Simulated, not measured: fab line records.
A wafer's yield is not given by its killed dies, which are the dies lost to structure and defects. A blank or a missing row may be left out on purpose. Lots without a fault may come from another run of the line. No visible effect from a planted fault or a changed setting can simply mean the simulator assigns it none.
Lot-split experiment :: flow n5 finfet :: 7 lots, 21 wafers read, on a route of 1938 steps

## ABOUT THE SPLIT
At N5_BEOL_M10_DESCUM_16 (chemistry O2, time 7.9 s), the setting time s was moved away from the recipe's 7.9 s on 9 of the 21 wafers read, by -19.4% to +20.4%. All remaining wafers had this setting at the recipe value.

There is no step in the file separating the split from the reading.

## THE READING
CAR-ArF_of_BEOL_M10_COAT_05.thk nm (the simulator's own value, which no gauge read), in nm, at N5_BEOL_M10_ETCH_61 (etches SiARC in CF4, target depth 39 nm, time 65 s). The file does not state a usual value for it. Across the 12 wafers here that went through the recipe, the average is 55.6 nm and the standard deviation 0.18 nm.

wafer: L075.2
tool, chamber at the split: rie diel-05, 1,3
time s as run, s: 7.9
against the recipe: recipe
CAR-ArF_of_BEOL_M10_COAT_05.thk nm, nm: 55.6
against lot-mates on the recipe: -

wafer: L075.3
tool, chamber at the split: rie diel-05, 1,3
time s as run, s: 7.9
against the recipe: recipe
CAR-ArF_of_BEOL_M10_COAT_05.thk nm, nm: 55.6
against lot-mates on the recipe: -

wafer: L075.5
tool, chamber at the split: rie diel-05, 0
time s as run, s: 8.357
against the recipe: +5.8%
CAR-ArF_of_BEOL_M10_COAT_05.thk nm, nm: 55.2
against lot-mates on the recipe: -0.4

wafer: L074.3
tool, chamber at the split: rie diel-05, 0
time s as run, s: 9.511
against the recipe: +20.4%
CAR-ArF_of_BEOL_M10_COAT_05.thk nm, nm: 54.8
against lot-mates on the recipe: -0.8

wafer: L074.4
tool, chamber at the split: rie diel-05, 2
time s as run, s: 9.511
against the recipe: +20.4%
CAR-ArF_of_BEOL_M10_COAT_05.thk nm, nm: 55
against lot-mates on the recipe: -0.6

wafer: L074.6
tool, chamber at the split: rie diel-05, 0
time s as run, s: 7.9
against the recipe: recipe
CAR-ArF_of_BEOL_M10_COAT_05.thk nm, nm: 55.6
against lot-mates on the recipe: -

wafer: L086.2
tool, chamber at the split: rie diel-02, 2
time s as run, s: 9.378
against the recipe: +18.7%
CAR-ArF_of_BEOL_M10_COAT_05.thk nm, nm: 54.2
against lot-mates on the recipe: -1.0

wafer: L086.5
tool, chamber at the split: rie diel-02, 3
time s as run, s: 9.378
against the recipe: +18.7%
CAR-ArF_of_BEOL_M10_COAT_05.thk nm, nm: 54
against lot-mates on the recipe: -1.2

wafer: L086.6
tool, chamber at the split: rie diel-02, 0
time s as run, s: 7.9
against the recipe: recipe
CAR-ArF_of_BEOL_M10_COAT_05.thk nm, nm: 55.2
against lot-mates on the recipe: -

wafer: L088.1
tool, chamber at the split: rie diel-02, 0,1
time s as run, s: 7.9
against the recipe: recipe
CAR-ArF_of_BEOL_M10_COAT_05.thk nm, nm: 55.6
against lot-mates on the recipe: -

wafer: L088.3
tool, chamber at the split: rie diel-02, 0,1
time s as run, s: 7.9
against the recipe: recipe
CAR-ArF_of_BEOL_M10_COAT_05.thk nm, nm: 55.6
against lot-mates on the recipe: -

wafer: L088.5
tool, chamber at the split: rie diel-02, 2
time s as run, s: 7.9
against the recipe: recipe
CAR-ArF_of_BEOL_M10_COAT_05.thk nm, nm: 55.6
against lot-mates on the recipe: -

wafer: L089.1
tool, chamber at the split: rie diel-06, 2
time s as run, s: 8.705
against the recipe: +10.2%
CAR-ArF_of_BEOL_M10_COAT_05.thk nm, nm: 55.2
against lot-mates on the recipe: -0.4

wafer: L089.3
tool, chamber at the split: rie diel-06, 0
time s as run, s: 7.9
against the recipe: recipe
CAR-ArF_of_BEOL_M10_COAT_05.thk nm, nm: 55.6
against lot-mates on the recipe: -

wafer: L089.4
tool, chamber at the split: rie diel-06, 3
time s as run, s: 8.705
against the recipe: +10.2%
CAR-ArF_of_BEOL_M10_COAT_05.thk nm, nm: 54.8
against lot-mates on the recipe: -0.8

wafer: L092.1
tool, chamber at the split: rie diel-06, 0
time s as run, s: 7.9
against the recipe: recipe
CAR-ArF_of_BEOL_M10_COAT_05.thk nm, nm: 55.8
against lot-mates on the recipe: -

wafer: L092.4
tool, chamber at the split: rie diel-06, 3
time s as run, s: 7.9
against the recipe: recipe
CAR-ArF_of_BEOL_M10_COAT_05.thk nm, nm: 55.6
against lot-mates on the recipe: -

wafer: L092.6
tool, chamber at the split: rie diel-06, 0
time s as run, s: 7.9
against the recipe: recipe
CAR-ArF_of_BEOL_M10_COAT_05.thk nm, nm: 56
against lot-mates on the recipe: -

wafer: L097.1
tool, chamber at the split: rie diel-02, 2
time s as run, s: 7.9
against the recipe: recipe
CAR-ArF_of_BEOL_M10_COAT_05.thk nm, nm: 55.4
against lot-mates on the recipe: -

wafer: L097.3
tool, chamber at the split: rie diel-02, 1,3
time s as run, s: 6.367
against the recipe: -19.4%
CAR-ArF_of_BEOL_M10_COAT_05.thk nm, nm: 56
against lot-mates on the recipe: +0.6

wafer: L097.4
tool, chamber at the split: rie diel-02, 1,3
time s as run, s: 6.367
against the recipe: -19.4%
CAR-ArF_of_BEOL_M10_COAT_05.thk nm, nm: 56
against lot-mates on the recipe: +0.6
Where a row lists several chambers, the file gives one row for several wafers and doesn't say which wafer went through which chamber.

THE FIT
A straight line over all 21 wafers: CAR-ArF_of_BEOL_M10_COAT_05.thk nm changes by -0.0424 nm for each +1% of time s; r = -0.84; the points scatter about the line by 0.3 nm.
The same after taking each lot's own level away (the mean of its wafers on the recipe; 21 wafers): -0.0409 nm for each +1%; r = -0.94; scatter 0.17 nm.
The reading moves by 0.83 nm for the largest change in time s, on that fit.
Measured against the standard deviation above, the lots' own levels, which go from 55.20 to 55.80 nm, span 3.3 times it.
The two slopes agree, so the slope changes little with the lot-to-lot level.
Check: with one of the wafers moved furthest among these (+20.4%) left out of the fit, the line predicts -0.919 nm for it against its lot-mates. It came out at -0.8 nm against them.

## THE OTHER SPLITS THESE WAFERS WENT THROUGH
Note: prior to the reading, these wafers also went through further splits. Each is held against what the fit with the lots' levels taken away leaves over:
other split on the same wafers: N5_BEOL_M6_ETCH_65 target depth a
wafers away from the commonest value: 7
r with CAR-ArF_of_BEOL_M10_COAT_05.thk nm (lot level and that fit taken away): -0.04

other split on the same wafers: N5_BEOL_M7_ETCH_61 source w
wafers away from the commonest value: 5
r with CAR-ArF_of_BEOL_M10_COAT_05.thk nm (lot level and that fit taken away): +0.25

other split on the same wafers: N5_BEOL_M7_COAT_71 spin rpm
wafers away from the commonest value: 8
r with CAR-ArF_of_BEOL_M10_COAT_05.thk nm (lot level and that fit taken away): +0.11

other split on the same wafers: N5_BEOL_M8_DESCUM_33 time s
wafers away from the commonest value: 7
r with CAR-ArF_of_BEOL_M10_COAT_05.thk nm (lot level and that fit taken away): -0.24

other split on the same wafers: N5_BEOL_M8_TRENCH_ETCH_37 source w
wafers away from the commonest value: 7
r with CAR-ArF_of_BEOL_M10_COAT_05.thk nm (lot level and that fit taken away): +0.02

other split on the same wafers: N5_BEOL_M9_ETCH_66 time s
wafers away from the commonest value: 4
r with CAR-ArF_of_BEOL_M10_COAT_05.thk nm (lot level and that fit taken away): -0.07

other split on the same wafers: N5_BEOL_M9_TRENCH_ETCH_37 bias w
wafers away from the commonest value: 6
r with CAR-ArF_of_BEOL_M10_COAT_05.thk nm (lot level and that fit taken away): +0.35

## THE WHOLE CHAIN: every reading that the file lists as answering this split, in the file's order
step: N5_BEOL_M10_DESCUM_16
what it does: chemistry O2, time 7.9 s
reading: CAR-ArF_of_BEOL_M10_COAT_05.thk nm (the simulator's own value, which no gauge read)
change (the file's fit): -0.0414 nm for each +1% of the setting
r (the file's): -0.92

step: N5_BEOL_M10_ETCH_61
what it does: etches SiARC in CF4, target depth 39 nm, time 65 s
reading: CAR-ArF_of_BEOL_M10_COAT_05.thk nm (the simulator's own value, which no gauge read)
change (the file's fit): -0.0429 nm for each +1% of the setting
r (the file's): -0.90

## FILE'S OWN FIT
CAR-ArF_of_BEOL_M10_COAT_05.thk nm changes by -0.0429 nm for each +1% of time s, r = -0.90.
